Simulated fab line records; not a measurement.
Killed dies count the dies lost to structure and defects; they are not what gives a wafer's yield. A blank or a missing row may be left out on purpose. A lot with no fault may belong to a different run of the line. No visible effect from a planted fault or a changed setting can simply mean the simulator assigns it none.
Which tool is to blame? :: flow n5_finfet :: 72 wafers from 24 lots sampled at 6 of the route's 1938 steps

== WHAT EACH GAUGE READ, for each wafer ==
N5_BEOL_M5_INSPECT_58: inspects for defects (darkfield).
lot: L074
measured: day 9 13:08
on: defect_inspect-01
raw_defect_count: 80 55 67

lot: L075
measured: day 9 17:18
on: defect_inspect-01
raw_defect_count: 79 58 70

lot: L078
measured: day 11 14:38
on: defect_inspect-01
raw_defect_count: 43 54 104

lot: L077
measured: day 11 16:54
on: defect_inspect-01
raw_defect_count: 93 123 77

lot: L079
measured: day 12 11:53
on: defect_inspect-02
raw_defect_count: 60 55 38

lot: L080
measured: day 12 12:47
on: defect_inspect-02
raw_defect_count: 84 54 51

lot: L081
measured: day 12 19:30
on: defect_inspect-02
raw_defect_count: 69 54 63

lot: L082
measured: day 13 01:33
on: defect_inspect-02
raw_defect_count: 61 57 38

lot: L083
measured: day 13 09:08
on: defect_inspect-01
raw_defect_count: 92 67 47

lot: L084
measured: day 13 18:37
on: defect_inspect-01
raw_defect_count: 104 62 87

lot: L085
measured: day 13 22:44
on: defect_inspect-01
raw_defect_count: 67 98 87

lot: L087
measured: day 13 23:25
on: defect_inspect-02
raw_defect_count: 139 97 60

lot: L086
measured: day 14 06:24
on: defect_inspect-01
raw_defect_count: 86 69 92

lot: L076
measured: day 14 11:01
on: defect_inspect-01
raw_defect_count: 131 107 81

lot: L089
measured: day 14 14:19
on: defect_inspect-01
raw_defect_count: 65 43 63

lot: L090
measured: day 14 15:11
on: defect_inspect-02
raw_defect_count: 60 124 84

lot: L091
measured: day 15 08:04
on: defect_inspect-01
raw_defect_count: 70 85 65

lot: L088
measured: day 15 16:39
on: defect_inspect-01
raw_defect_count: 97 105 66

lot: L092
measured: day 15 17:55
on: defect_inspect-02
raw_defect_count: 65 50 51

lot: L094
measured: day 15 18:00
on: defect_inspect-02
raw_defect_count: 96 58 54

lot: L093
measured: day 15 21:03
on: defect_inspect-02
raw_defect_count: 87 80 92

lot: L095
measured: day 15 22:26
on: defect_inspect-01
raw_defect_count: 63 55 41

lot: L096
measured: day 16 02:04
on: defect_inspect-02
raw_defect_count: 103 82 65

lot: L097
measured: day 16 03:07
on: defect_inspect-02
raw_defect_count: 117 98 64

N5_BEOL_M6_OVL_MEAS_12.
lot: L074
measured: day 9 16:10
on: overlay-02
M6_OVL (nm): -0.9 0.4 0.6

lot: L075
measured: day 9 18:34
on: overlay-02
M6_OVL (nm): 0.7 0.1 -0.1

lot: L078
measured: day 11 16:14
on: overlay-02
M6_OVL (nm): -0.7 0.8 -1.3

lot: L077
measured: day 11 19:01
on: overlay-02
M6_OVL (nm): 0.0 -0.6 -1.1

lot: L079
measured: day 12 13:40
on: overlay-01
M6_OVL (nm): 0.6 0.1 0.1

lot: L080
measured: day 12 13:58
on: overlay-01
M6_OVL (nm): 1.0 0.2 -0.1

lot: L081
measured: day 12 21:01
on: overlay-01
M6_OVL (nm): 0.9 1.6 1.9

lot: L082
measured: day 13 03:43
on: overlay-01
M6_OVL (nm): 1.5 1.7 0.6

lot: L083
measured: day 13 11:43
on: overlay-01
M6_OVL (nm): 0.5 1.1 1.6

lot: L084
measured: day 13 22:41
on: overlay-01
M6_OVL (nm): -0.2 -0.1 0.2

lot: L085
measured: day 14 03:24
on: overlay-02
M6_OVL (nm): -0.2 0.0 0.1

lot: L087
measured: day 14 03:35
on: overlay-01
M6_OVL (nm): -0.2 -0.2 -0.1

lot: L086
measured: day 14 08:13
on: overlay-02
M6_OVL (nm): -2.2 -1.5 -0.7

lot: L076
measured: day 14 14:19
on: overlay-02
M6_OVL (nm): -0.4 0.2 -0.1

lot: L089
measured: day 14 15:34
on: overlay-01
M6_OVL (nm): 0.3 0.1 0.0

lot: L090
measured: day 14 17:59
on: overlay-01
M6_OVL (nm): 0.3 1.6 1.1

lot: L091
measured: day 15 11:02
on: overlay-02
M6_OVL (nm): 0.2 -0.4 0.4

lot: L088
measured: day 15 18:38
on: overlay-01
M6_OVL (nm): -0.1 -1.8 0.0

lot: L092
measured: day 15 19:51
on: overlay-01
M6_OVL (nm): -0.7 1.0 -0.3

lot: L094
measured: day 15 19:55
on: overlay-02
M6_OVL (nm): -0.1 0.7 -0.2

lot: L093
measured: day 15 23:56
on: overlay-02
M6_OVL (nm): 1.1 -0.2 0.6

lot: L095
measured: day 16 00:23
on: overlay-01
M6_OVL (nm): 0.3 -0.1 -0.3

lot: L096
measured: day 16 05:16
on: overlay-01
M6_OVL (nm): 0.6 0.3 -0.1

lot: L097
measured: day 16 05:30
on: overlay-02
M6_OVL (nm): 0.1 0.5 -1.1

== WHICH TOOL RAN EACH LOT (tool, then ch and the chambers of the sampled wafers, then the start) ==
lot: L074
N5_BEOL_M5_ANNEAL_84: pvd_sputter-03, day 9 09:58
N5_BEOL_M5_CMP_52: cmp-02 ch 0,1,3, day 9 12:34
N5_BEOL_M5_CO_CAP_78: cvd_co-02 ch 1,2, day 9 12:56
N5_BEOL_M6_CURE_74: uv_cure-03 ch 2, day 9 13:16

lot: L075
N5_BEOL_M5_ANNEAL_84: pvd_sputter-02, day 9 14:07
N5_BEOL_M5_CMP_52: cmp-02 ch 0,1,2, day 9 16:46
N5_BEOL_M5_CO_CAP_78: cvd_co-02 ch 0,1, day 9 17:05
N5_BEOL_M6_CURE_74: uv_cure-03 ch 0, day 9 17:25

lot: L078
N5_BEOL_M5_ANNEAL_84: pvd_sputter-03, day 11 11:26
N5_BEOL_M5_CMP_52: cmp-03 ch 2,3, day 11 14:03
N5_BEOL_M5_CO_CAP_78: cvd_co-02 ch 1,2, day 11 14:25
N5_BEOL_M6_CURE_74: uv_cure-03 ch 1, day 11 14:49

lot: L077
N5_BEOL_M5_ANNEAL_84: pvd_sputter-02, day 11 13:38
N5_BEOL_M5_CMP_52: cmp-02 ch 0,2,3, day 11 16:20
N5_BEOL_M5_CO_CAP_78: cvd_co-01 ch 0,1,2, day 11 16:43
N5_BEOL_M6_CURE_74: uv_cure-01 ch 0, day 11 17:14

lot: L079
N5_BEOL_M5_ANNEAL_84: pvd_sputter-02, day 12 08:43
N5_BEOL_M5_CMP_52: cmp-03 ch 1,3, day 12 11:21
N5_BEOL_M5_CO_CAP_78: cvd_co-01 ch 0,1,2, day 12 11:41
N5_BEOL_M6_CURE_74: uv_cure-01 ch 2, day 12 11:59

lot: L080
N5_BEOL_M5_ANNEAL_84: pvd_sputter-01, day 12 09:35
N5_BEOL_M5_CMP_52: cmp-04 ch 0,2,3, day 12 12:15
N5_BEOL_M5_CO_CAP_78: cvd_co-01 ch 0,1, day 12 12:32
N5_BEOL_M6_CURE_74: uv_cure-03 ch 1, day 12 12:58

lot: L081
N5_BEOL_M5_ANNEAL_84: pvd_sputter-03, day 12 16:00
N5_BEOL_M5_CMP_52: cmp-04 ch 0,2, day 12 18:57
N5_BEOL_M5_CO_CAP_78: cvd_co-02 ch 0,1, day 12 19:17
N5_BEOL_M6_CURE_74: uv_cure-01 ch 0, day 12 19:36

lot: L082
N5_BEOL_M5_ANNEAL_84: pvd_sputter-03, day 12 22:21
N5_BEOL_M5_CMP_52: cmp-04 ch 0,1,2, day 13 00:56
N5_BEOL_M5_CO_CAP_78: cvd_co-02 ch 1,2, day 13 01:19
N5_BEOL_M6_CURE_74: uv_cure-02 ch 1, day 13 01:39

lot: L083
N5_BEOL_M5_ANNEAL_84: pvd_sputter-02, day 13 03:25
N5_BEOL_M5_CMP_52: cmp-02 ch 1,2,3, day 13 08:05
N5_BEOL_M5_CO_CAP_78: cvd_co-02 ch 0,1, day 13 08:56
N5_BEOL_M6_CURE_74: uv_cure-03 ch 1, day 13 09:19

lot: L084
N5_BEOL_M5_ANNEAL_84: pvd_sputter-01, day 13 15:26
N5_BEOL_M5_CMP_52: cmp-03 ch 0,1,3, day 13 18:05
N5_BEOL_M5_CO_CAP_78: cvd_co-02 ch 0,1,2, day 13 18:25
N5_BEOL_M6_CURE_74: uv_cure-03 ch 1, day 13 18:59

lot: L085
N5_BEOL_M5_ANNEAL_84: pvd_sputter-03, day 13 19:34
N5_BEOL_M5_CMP_52: cmp-03 ch 0,1,3, day 13 22:14
N5_BEOL_M5_CO_CAP_78: cvd_co-02 ch 0,1,2, day 13 22:32
N5_BEOL_M6_CURE_74: uv_cure-03 ch 1, day 13 22:50

lot: L087
N5_BEOL_M5_ANNEAL_84: pvd_sputter-01, day 13 19:52
N5_BEOL_M5_CMP_52: cmp-03 ch 0,3, day 13 22:40
N5_BEOL_M5_CO_CAP_78: cvd_co-02 ch 0,2, day 13 23:12
N5_BEOL_M6_CURE_74: uv_cure-03 ch 0, day 13 23:31

lot: L086
N5_BEOL_M5_ANNEAL_84: pvd_sputter-03, day 14 01:13
N5_BEOL_M5_CMP_52: cmp-02 ch 2,3, day 14 05:19
N5_BEOL_M5_CO_CAP_78: cvd_co-02 ch 1,2, day 14 06:10
N5_BEOL_M6_CURE_74: uv_cure-03 ch 2, day 14 06:35

lot: L076
N5_BEOL_M5_ANNEAL_84: pvd_sputter-02, day 14 07:44
N5_BEOL_M5_CMP_52: cmp-03 ch 0,2, day 14 10:22
N5_BEOL_M5_CO_CAP_78: cvd_co-02 ch 1,2, day 14 10:47
N5_BEOL_M6_CURE_74: uv_cure-01 ch 2, day 14 11:16

lot: L089
N5_BEOL_M5_ANNEAL_84: pvd_sputter-03, day 14 10:49
N5_BEOL_M5_CMP_52: cmp-03 ch 1,2, day 14 13:41
N5_BEOL_M5_CO_CAP_78: cvd_co-02 ch 1,2, day 14 14:04
N5_BEOL_M6_CURE_74: uv_cure-01 ch 1, day 14 14:30

lot: L090
N5_BEOL_M5_ANNEAL_84: pvd_sputter-01, day 14 11:54
N5_BEOL_M5_CMP_52: cmp-02 ch 0,2,3, day 14 14:38
N5_BEOL_M5_CO_CAP_78: cvd_co-01 ch 0,1, day 14 14:58
N5_BEOL_M6_CURE_74: uv_cure-02 ch 2, day 14 15:22

lot: L091
N5_BEOL_M5_ANNEAL_84: pvd_sputter-02, day 15 04:51
N5_BEOL_M5_CMP_52: cmp-03 ch 1,2,3, day 15 07:33
N5_BEOL_M5_CO_CAP_78: cvd_co-02 ch 0,2, day 15 07:50
N5_BEOL_M6_CURE_74: uv_cure-03 ch 1, day 15 08:16

lot: L088
N5_BEOL_M5_ANNEAL_84: pvd_sputter-01, day 15 13:25
N5_BEOL_M5_CMP_52: cmp-02 ch 2,3, day 15 16:01
N5_BEOL_M5_CO_CAP_78: cvd_co-02 ch 0,2, day 15 16:25
N5_BEOL_M6_CURE_74: uv_cure-01 ch 0, day 15 16:52

lot: L092
N5_BEOL_M5_ANNEAL_84: pvd_sputter-02, day 15 14:44
N5_BEOL_M5_CMP_52: cmp-04 ch 0,1,3, day 15 17:22
N5_BEOL_M5_CO_CAP_78: cvd_co-01 ch 1,2, day 15 17:42
N5_BEOL_M6_CURE_74: uv_cure-01 ch 0, day 15 18:01

lot: L094
N5_BEOL_M5_ANNEAL_84: pvd_sputter-03, day 15 14:46
N5_BEOL_M5_CMP_52: cmp-03 ch 0,2,3, day 15 17:22
N5_BEOL_M5_CO_CAP_78: cvd_co-02 ch 0,2, day 15 17:46
N5_BEOL_M6_CURE_74: uv_cure-02 ch 1, day 15 18:08

lot: L093
N5_BEOL_M5_ANNEAL_84: pvd_sputter-01, day 15 17:51
N5_BEOL_M5_CMP_52: cmp-02 ch 0,2,3, day 15 20:26
N5_BEOL_M5_CO_CAP_78: cvd_co-02 ch 1,2, day 15 20:49
N5_BEOL_M6_CURE_74: uv_cure-02 ch 0, day 15 21:14

lot: L095
N5_BEOL_M5_ANNEAL_84: pvd_sputter-02, day 15 19:10
N5_BEOL_M5_CMP_52: cmp-03 ch 2,3, day 15 21:50
N5_BEOL_M5_CO_CAP_78: cvd_co-01 ch 0,1,2, day 15 22:12
N5_BEOL_M6_CURE_74: uv_cure-03 ch 0, day 15 22:42

lot: L096
N5_BEOL_M5_ANNEAL_84: pvd_sputter-03, day 15 22:49
N5_BEOL_M5_CMP_52: cmp-04 ch 0,2,3, day 16 01:35
N5_BEOL_M5_CO_CAP_78: cvd_co-01 ch 0,1,2, day 16 01:51
N5_BEOL_M6_CURE_74: uv_cure-02 ch 2, day 16 02:15

lot: L097
N5_BEOL_M5_ANNEAL_84: pvd_sputter-01, day 15 23:38
N5_BEOL_M5_CMP_52: cmp-04 ch 0,1, day 16 02:35
N5_BEOL_M5_CO_CAP_78: cvd_co-01 ch 0,2, day 16 02:55
N5_BEOL_M6_CURE_74: uv_cure-01 ch 1, day 16 03:13
- N5_BEOL_M5_ANNEAL_84: time 1800 s.
- N5_BEOL_M5_CMP_52: polishes, stops on SiCOH lowk, t overpolish 6.9 s, target thk 62 nm.
- N5_BEOL_M5_CO_CAP_78: material Co, precursor CCTBA/H2, target thk 2 nm, time 102.1 s.
- N5_BEOL_M6_CURE_74: cures SiCOH lowk, time 240 s.

== WHAT THE TOOLS THEMSELVES READ (means of the sampled wafers that have a number; where no wafer has one, the mark that the record gives instead) ==
N5_BEOL_M5_ANNEAL_84.
lot: L074
tool: pvd_sputter-03
heater_power_w (W): 866
susceptor_temp_C (C): 400.23

lot: L075
tool: pvd_sputter-02
heater_power_w (W): 795
susceptor_temp_C (C): 399.94

lot: L078
tool: pvd_sputter-03
heater_power_w (W): 815
susceptor_temp_C (C): 400.12

lot: L077
tool: pvd_sputter-02
heater_power_w (W): 775
susceptor_temp_C (C): 400.09

lot: L079
tool: pvd_sputter-02
heater_power_w (W): 795
susceptor_temp_C (C): 400.04

lot: L080
tool: pvd_sputter-01
heater_power_w (W): 808
susceptor_temp_C (C): 400.06

lot: L081
tool: pvd_sputter-03
heater_power_w (W): 778
susceptor_temp_C (C): 400.23

lot: L082
tool: pvd_sputter-03
heater_power_w (W): 850
susceptor_temp_C (C): 400.03

lot: L083
tool: pvd_sputter-02
heater_power_w (W): 754
susceptor_temp_C (C): 400.03

lot: L084
tool: pvd_sputter-01
heater_power_w (W): 822
susceptor_temp_C (C): 399.84

lot: L085
tool: pvd_sputter-03
heater_power_w (W): 797
susceptor_temp_C (C): 399.88

lot: L087
tool: pvd_sputter-01
heater_power_w (W): 827
susceptor_temp_C (C): 400.11

lot: L086
tool: pvd_sputter-03
heater_power_w (W): 823
susceptor_temp_C (C): 400.04

lot: L076
tool: pvd_sputter-02
heater_power_w (W): 768
susceptor_temp_C (C): 399.94

lot: L089
tool: pvd_sputter-03
heater_power_w (W): 813
susceptor_temp_C (C): 399.90

lot: L090
tool: pvd_sputter-01
heater_power_w (W): 832
susceptor_temp_C (C): 400.16

lot: L091
tool: pvd_sputter-02
heater_power_w (W): 792
susceptor_temp_C (C): 399.87

lot: L088
tool: pvd_sputter-01
heater_power_w (W): 862
susceptor_temp_C (C): 399.98

lot: L092
tool: pvd_sputter-02
heater_power_w (W): 782
susceptor_temp_C (C): 399.91

lot: L094
tool: pvd_sputter-03
heater_power_w (W): 827
susceptor_temp_C (C): 399.87

lot: L093
tool: pvd_sputter-01
heater_power_w (W): 769
susceptor_temp_C (C): 400.06

lot: L095
tool: pvd_sputter-02
heater_power_w (W): 796
susceptor_temp_C (C): 399.84

lot: L096
tool: pvd_sputter-03
heater_power_w (W): 776
susceptor_temp_C (C): 399.78

lot: L097
tool: pvd_sputter-01
heater_power_w (W): 831
susceptor_temp_C (C): 400.07

N5_BEOL_M5_CMP_52.
lot: L074
tool: cmp-02
barrier_field_endpoint_s (s): 24.3
motor_current_A (A): 6.0
overpolish_run_s (s): 6.910
slurry_flow_ml_min: 150.2
time_to_endpoint_s (s): 61

lot: L075
tool: cmp-02
barrier_field_endpoint_s (s): 23.9
motor_current_A (A): 6.3
overpolish_run_s (s): 6.897
slurry_flow_ml_min: 149.9
time_to_endpoint_s (s): 63

lot: L078
tool: cmp-03
barrier_field_endpoint_s (s): 24.2
motor_current_A (A): 6.2
overpolish_run_s (s): 6.901
slurry_flow_ml_min: 149.8
time_to_endpoint_s (s): 61

lot: L077
tool: cmp-02
barrier_field_endpoint_s (s): 24.7
motor_current_A (A): 6.3
overpolish_run_s (s): 6.903
slurry_flow_ml_min: 150.3
time_to_endpoint_s (s): 61

lot: L079
tool: cmp-03
barrier_field_endpoint_s (s): 24.7
motor_current_A (A): 6.3
overpolish_run_s (s): 6.911
slurry_flow_ml_min: 149.6
time_to_endpoint_s (s): 63

lot: L080
tool: cmp-04
barrier_field_endpoint_s (s): 25.2
motor_current_A (A): 5.8
overpolish_run_s (s): 6.902
slurry_flow_ml_min: 150.0
time_to_endpoint_s (s): 65

lot: L081
tool: cmp-04
barrier_field_endpoint_s (s): 26.1
motor_current_A (A): 5.5
overpolish_run_s (s): 6.904
slurry_flow_ml_min: 150.1
time_to_endpoint_s (s): 70

lot: L082
tool: cmp-04
barrier_field_endpoint_s (s): 25.4
motor_current_A (A): 5.9
overpolish_run_s (s): 6.897
slurry_flow_ml_min: 150.5
time_to_endpoint_s (s): 70

lot: L083
tool: cmp-02
barrier_field_endpoint_s (s): 24.6
motor_current_A (A): 6.3
overpolish_run_s (s): 6.889
slurry_flow_ml_min: 150.0
time_to_endpoint_s (s): 63

lot: L084
tool: cmp-03
barrier_field_endpoint_s (s): 24.2
motor_current_A (A): 6.1
overpolish_run_s (s): 6.902
slurry_flow_ml_min: 150.2
time_to_endpoint_s (s): 61

lot: L085
tool: cmp-03
barrier_field_endpoint_s (s): 24.6
motor_current_A (A): 6.1
overpolish_run_s (s): 6.900
slurry_flow_ml_min: 149.6
time_to_endpoint_s (s): 60

lot: L087
tool: cmp-03
barrier_field_endpoint_s (s): 24.6
motor_current_A (A): 5.8
overpolish_run_s (s): 6.904
slurry_flow_ml_min: 150.1
time_to_endpoint_s (s): 58

lot: L086
tool: cmp-02
barrier_field_endpoint_s (s): 24.7
motor_current_A (A): 6.4
overpolish_run_s (s): 6.895
slurry_flow_ml_min: 150.0
time_to_endpoint_s (s): 62

lot: L076
tool: cmp-03
barrier_field_endpoint_s (s): 24.6
motor_current_A (A): 5.6
overpolish_run_s (s): 6.896
slurry_flow_ml_min: 150.7
time_to_endpoint_s (s): 62

lot: L089
tool: cmp-03
barrier_field_endpoint_s (s): 24.2
motor_current_A (A): 6.6
overpolish_run_s (s): 6.898
slurry_flow_ml_min: 150.1
time_to_endpoint_s (s): 59

lot: L090
tool: cmp-02
barrier_field_endpoint_s (s): 24.3
motor_current_A (A): 6.2
overpolish_run_s (s): 6.904
slurry_flow_ml_min: 149.9
time_to_endpoint_s (s): 62

lot: L091
tool: cmp-03
barrier_field_endpoint_s (s): 23.7
motor_current_A (A): 6.3
overpolish_run_s (s): 6.901
slurry_flow_ml_min: 149.9
time_to_endpoint_s (s): 57

lot: L088
tool: cmp-02
barrier_field_endpoint_s (s): 24.6
motor_current_A (A): 6.7
overpolish_run_s (s): 6.898
slurry_flow_ml_min: 149.8
time_to_endpoint_s (s): 61

lot: L092
tool: cmp-04
barrier_field_endpoint_s (s): 24.1
motor_current_A (A): 6.0
overpolish_run_s (s): 6.898
slurry_flow_ml_min: 149.7
time_to_endpoint_s (s): 65

lot: L094
tool: cmp-03
barrier_field_endpoint_s (s): 24.8
motor_current_A (A): 6.0
overpolish_run_s (s): 6.906
slurry_flow_ml_min: 149.9
time_to_endpoint_s (s): 62

lot: L093
tool: cmp-02
barrier_field_endpoint_s (s): 24.7
motor_current_A (A): 6.3
overpolish_run_s (s): 6.905
slurry_flow_ml_min: 150.3
time_to_endpoint_s (s): 62

lot: L095
tool: cmp-03
barrier_field_endpoint_s (s): 23.9
motor_current_A (A): 6.2
overpolish_run_s (s): 6.889
slurry_flow_ml_min: 149.8
time_to_endpoint_s (s): 59

lot: L096
tool: cmp-04
barrier_field_endpoint_s (s): 25.7
motor_current_A (A): 5.7
overpolish_run_s (s): 6.898
slurry_flow_ml_min: 150.2
time_to_endpoint_s (s): 67

lot: L097
tool: cmp-04
barrier_field_endpoint_s (s): 25.6
motor_current_A (A): 6.0
overpolish_run_s (s): 6.898
slurry_flow_ml_min: 150.2
time_to_endpoint_s (s): 66

N5_BEOL_M5_CO_CAP_78.
lot: L074
tool: cvd_co-02
heater_power_w (W): 232
susceptor_temp_C (C): 200.02

lot: L075
tool: cvd_co-02
heater_power_w (W): 251
susceptor_temp_C (C): 200.22

lot: L078
tool: cvd_co-02
heater_power_w (W): 243
susceptor_temp_C (C): 200.07

lot: L077
tool: cvd_co-01
heater_power_w (W): 237
susceptor_temp_C (C): 199.98

lot: L079
tool: cvd_co-01
heater_power_w (W): 234
susceptor_temp_C (C): 199.94

lot: L080
tool: cvd_co-01
heater_power_w (W): 232
susceptor_temp_C (C): 199.95

lot: L081
tool: cvd_co-02
heater_power_w (W): 246
susceptor_temp_C (C): 199.96

lot: L082
tool: cvd_co-02
heater_power_w (W): 232
susceptor_temp_C (C): 199.93

lot: L083
tool: cvd_co-02
heater_power_w (W): 251
susceptor_temp_C (C): 199.97

lot: L084
tool: cvd_co-02
heater_power_w (W): 239
susceptor_temp_C (C): 199.95

lot: L085
tool: cvd_co-02
heater_power_w (W): 241
susceptor_temp_C (C): 200.01

lot: L087
tool: cvd_co-02
heater_power_w (W): 236
susceptor_temp_C (C): 199.96

lot: L086
tool: cvd_co-02
heater_power_w (W): 238
susceptor_temp_C (C): 200.13

lot: L076
tool: cvd_co-02
heater_power_w (W): 232
susceptor_temp_C (C): 199.93

lot: L089
tool: cvd_co-02
heater_power_w (W): 232
susceptor_temp_C (C): 200.00

lot: L090
tool: cvd_co-01
heater_power_w (W): 235
susceptor_temp_C (C): 199.93

lot: L091
tool: cvd_co-02
heater_power_w (W): 237
susceptor_temp_C (C): 200.07

lot: L088
tool: cvd_co-02
heater_power_w (W): 238
susceptor_temp_C (C): 199.95

lot: L092
tool: cvd_co-01
heater_power_w (W): 240
susceptor_temp_C (C): 200.08

lot: L094
tool: cvd_co-02
heater_power_w (W): 239
susceptor_temp_C (C): 199.88

lot: L093
tool: cvd_co-02
heater_power_w (W): 234
susceptor_temp_C (C): 200.05

lot: L095
tool: cvd_co-01
heater_power_w (W): 236
susceptor_temp_C (C): 200.02

lot: L096
tool: cvd_co-01
heater_power_w (W): 237
susceptor_temp_C (C): 200.06

lot: L097
tool: cvd_co-01
heater_power_w (W): 243
susceptor_temp_C (C): 200.05

N5_BEOL_M6_CURE_74.
lot: L074
tool: uv_cure-03
lamp_power_pct (%): 52.29
wafer_temp_C_max: 386.3

lot: L075
tool: uv_cure-03
lamp_power_pct (%): 52.33
wafer_temp_C_max: 387.4

lot: L078
tool: uv_cure-03
lamp_power_pct (%): 52.30
wafer_temp_C_max: 387.1

lot: L077
tool: uv_cure-01
lamp_power_pct (%): 52.33
wafer_temp_C_max: 387.8

lot: L079
tool: uv_cure-01
lamp_power_pct (%): 52.28
wafer_temp_C_max: 386.8

lot: L080
tool: uv_cure-03
lamp_power_pct (%): 52.31
wafer_temp_C_max: 386.6

lot: L081
tool: uv_cure-01
lamp_power_pct (%): 52.33
wafer_temp_C_max: 387.6

lot: L082
tool: uv_cure-02
lamp_power_pct (%): 52.30
wafer_temp_C_max: 386.6

lot: L083
tool: uv_cure-03
lamp_power_pct (%): 52.25
wafer_temp_C_max: 386.7

lot: L084
tool: uv_cure-03
lamp_power_pct (%): 52.43
wafer_temp_C_max: 386.8

lot: L085
tool: uv_cure-03
lamp_power_pct (%): 52.27
wafer_temp_C_max: 387.1

lot: L087
tool: uv_cure-03
lamp_power_pct (%): 52.32
wafer_temp_C_max: 387.9

lot: L086
tool: uv_cure-03
lamp_power_pct (%): 52.35
wafer_temp_C_max: 386.1

lot: L076
tool: uv_cure-01
lamp_power_pct (%): 52.31
wafer_temp_C_max: 386.6

lot: L089
tool: uv_cure-01
lamp_power_pct (%): 52.30
wafer_temp_C_max: 386.3

lot: L090
tool: uv_cure-02
lamp_power_pct (%): 52.29
wafer_temp_C_max: 387.2

lot: L091
tool: uv_cure-03
lamp_power_pct (%): 52.28
wafer_temp_C_max: 386.8

lot: L088
tool: uv_cure-01
lamp_power_pct (%): 52.29
wafer_temp_C_max: 387.5

lot: L092
tool: uv_cure-01
lamp_power_pct (%): 52.36
wafer_temp_C_max: 387.5

lot: L094
tool: uv_cure-02
lamp_power_pct (%): 52.31
wafer_temp_C_max: 386.3

lot: L093
tool: uv_cure-02
lamp_power_pct (%): 52.31
wafer_temp_C_max: 386.6

lot: L095
tool: uv_cure-03
lamp_power_pct (%): 52.33
wafer_temp_C_max: 387.1

lot: L096
tool: uv_cure-02
lamp_power_pct (%): 52.30
wafer_temp_C_max: 386.9

lot: L097
tool: uv_cure-01
lamp_power_pct (%): 52.24
wafer_temp_C_max: 386.1

== THE ANSWER, worked out from the rows above alone ==
Rule: the usual values come from the lots themselves. Put in order of their means at a reading, lots are off if they are a third of the lots or fewer, leave a main group of 4 or more, and stand apart from it by a gap of 3 or more times the standard deviation of the main group's means; of several such gaps the widest counts. Not used: any main group whose means are identical at the precision the tables above print for the reading. A lot without any number at a reading at which 4 lots or more have one is off too. The other lots that the step has rows for count as sound. After the gauges, taken in route order, come the tools' own readings; for these a lot's mean is taken, as printed above. The first step at which some lot is off is used, and at that step the reading that is off furthest; a lot without a number counts as furthest.
No lot is off on any of the readings shown, so nothing can be concluded from this.

== WHAT THE SIMULATOR HAD INSERTED ==
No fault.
